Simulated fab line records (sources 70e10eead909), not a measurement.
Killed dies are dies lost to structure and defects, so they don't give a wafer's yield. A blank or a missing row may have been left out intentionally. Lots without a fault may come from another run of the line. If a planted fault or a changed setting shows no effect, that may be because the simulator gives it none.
One fault through the eyes of 2 desks | flow nandHarc | every desk sees just its own numbers, and what lay behind them comes last

## THE TOOL OWNER'S DESK: lpcvdPoly-02
The tool's own readings at NHARC_A_SOURCE_PLATE_CVD_03 (deposits poly-Si, target thk 200 nm, time 4000 s): means of the sampled wafers that have a number, for each lot that ran on this tool. A lot is out of limits, marked OUT, if its mean lies more than 4 standard deviations from the usual mean; the brackets give that distance.
Columns: A = spikeTcBottomC at NHARC_A_SOURCE_PLATE_CVD_03, usual 643.5 C; B = spikeTcCentreC at NHARC_A_SOURCE_PLATE_CVD_03, usual 620.7 C; C = spikeTcLowerC at NHARC_A_SOURCE_PLATE_CVD_03, usual 619.6 C; D = spikeTcTopC at NHARC_A_SOURCE_PLATE_CVD_03, usual 637.2 C; E = spikeTcUpperC at NHARC_A_SOURCE_PLATE_CVD_03, usual 620.5 C; F = zonePowerUpperPct at NHARC_A_SOURCE_PLATE_CVD_03, usual 9.2 %
lot  | first seen here | A                | B               | C               | D                | E               | F
L492 | day 7 15:18     | 645.6            | 620.5           | 620.2           | 639.2            | 621.0           | 9.0
L496 | day 9 04:22     | 645.6            | 620.7           | 618.3           | 640.1            | 621.3           | 9.1
L502 | day 12 03:04    | 645.3            | 620.4           | 619.4           | 639.9            | 621.4           | 9.0
L505 | day 13 03:49    | 661.1 (+8.4) OUT | 635.4 (+11) OUT | 635.4 (+14) OUT | 654.7 (+6.7) OUT | 638.4 (+13) OUT | 9.6
L506 | day 13 03:49    | 660.1 (+7.9) OUT | 636.7 (+11) OUT | 635.6 (+15) OUT | 655.2 (+6.9) OUT | 638.4 (+13) OUT | 9.6
L512 | day 16 03:20    | 645.4            | 620.1           | 619.8           | 639.5            | 622.0           | 9.2
L513 | day 16 03:20    | 644.6            | 620.8           | 619.5           | 639.7            | 621.3           | 9.1
This desk finds L505, L506 out of limits, L505 being first, at day 13 03:49 (spikeTcBottomC at NHARC_A_SOURCE_PLATE_CVD_03). In limits: L492, L496, L502, L512, L513.

## FROM THE METROLOGY DESK
Lot by lot, what the gauges showed, no matter which tool ran the lot: averages of those sampled wafers that carry a number. A lot is out of limits, marked OUT, if its mean lies more than 4 standard deviations from the usual mean; the brackets give that distance.
Columns: A = thkNm at NHARC_A_SOURCE_PLATE_THK_MEAS_06, usual 199.3 nm; B = thkNm at NHARC_A_ONON_D1_THK_MEAS_02, usual 1005 nm; C = thkNm at NHARC_A_ONON_D1_THK_MEAS_08, usual 997 nm
lot  | first seen here | A               | B    | C
L492 | day 8 02:01     | 199.5           | 1017 | 1006
L493 | day 8 11:41     | 200.9           | 1008 | 1000
L496 | day 9 14:23     | 202.9           | 1009 | 988
L497 | day 10 13:52    | 200.8           | 995  | 997
L498 | day 11 01:35    | 201.0           | 1005 | 1002
L501 | day 11 22:47    | 197.3           | 1016 | 1002
L502 | day 12 13:20    | 200.2           | 999  | 989
L505 | day 13 16:37    | 285.0 (+39) OUT | 988  | 1000
L506 | day 13 16:37    | 287.2 (+40) OUT | 1008 | 1004
L512 | day 16 13:49    | 198.5           | 1011 | 976
L513 | day 16 13:50    | 198.6           | 1007 | 998
L514 | day 17 04:11    | 197.4           | 1007 | 1008
This desk finds L505, L506 out of limits, L505 being first, at day 13 16:37 (thkNm at NHARC_A_SOURCE_PLATE_THK_MEAS_06). In limits: L492, L493, L496, L497, L498, L501, L502, L512, L513, L514.

## TAKEN TOGETHER
The tool owner's desk had the chance to raise an alarm at day 13 03:49 on L505, L506.
On L505, L506, the metrology desk was in a position to raise an alarm at day 13 16:37.
On lpcvdPoly-02, each named lot ran NHARC_A_SOURCE_PLATE_CVD_03.

## WHAT THE SIMULATOR PUT IN
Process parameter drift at NHARC_A_SOURCE_PLATE_CVD_03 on lpcvdPoly-02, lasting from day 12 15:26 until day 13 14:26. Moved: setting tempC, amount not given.
Struck lots among those shown: L505, L506.
Delay (hours) between the fault's onset and each desk's first out-of-limits reading: 12 at the tool owner's desk, 25 at the metrology desk.
